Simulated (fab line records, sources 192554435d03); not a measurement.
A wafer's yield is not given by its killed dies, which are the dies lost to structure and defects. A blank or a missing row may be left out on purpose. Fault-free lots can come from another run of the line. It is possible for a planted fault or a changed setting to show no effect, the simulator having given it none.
Chamber matching ; flow n5 finfet ; rie diel-02 running N5_DUMMY_GATE_HM_OPEN_21: 4 sister chambers
The step chemistry CH3F/O2, target SiNx, target depth 120 nm, time 171.4 s. 4 wafers are shown with their chamber, then 8 later ones without.

## EACH WAFER AND ITS CHAMBER
wafer;chamber;drypump motor current A (A)
L087.2;0;6.8
L090.1;2;6.6
L090.2;1;5.5
L090.4;3;6.2

## WAFERS WITHOUT THEIR CHAMBER
wafer;drypump motor current A (A)
L092.2;6.2
L092.3;5.5
L092.5;6.2
L093.1;5.6
L093.2;6.7
L094.2;6.2
L094.5;6.2
L094.6;6.7

## WHICH CHAMBER EACH ONE RAN IN
wafer;from the rows above;in truth
L092.2;3;3
L092.3;1;1
L092.5;3;3
L093.1;1;1
L093.2;can't be placed: 0 or 2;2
L094.2;3;3
L094.5;3;3
L094.6;can't be placed: 0 or 2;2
Placed correctly: 6 of 8. These rows do not allow placing 2 (true chamber among the candidates in 2). Placed wrongly: 0.
How it was worked out, from the rows above alone: a wafer's distance from a chamber is the root of the sum, over the readings, of the square of ((its reading less the chamber's mean) divided by the reading's scatter). If the next closest chamber is less than 2 further off than the closest, the wafer can't be placed; otherwise it belongs to the closest. A chamber's mean is the mean of its shown wafers. The scatter: with one shown wafer a chamber, the root of the mean of the squares of how far each hidden wafer lies from its nearest shown one.
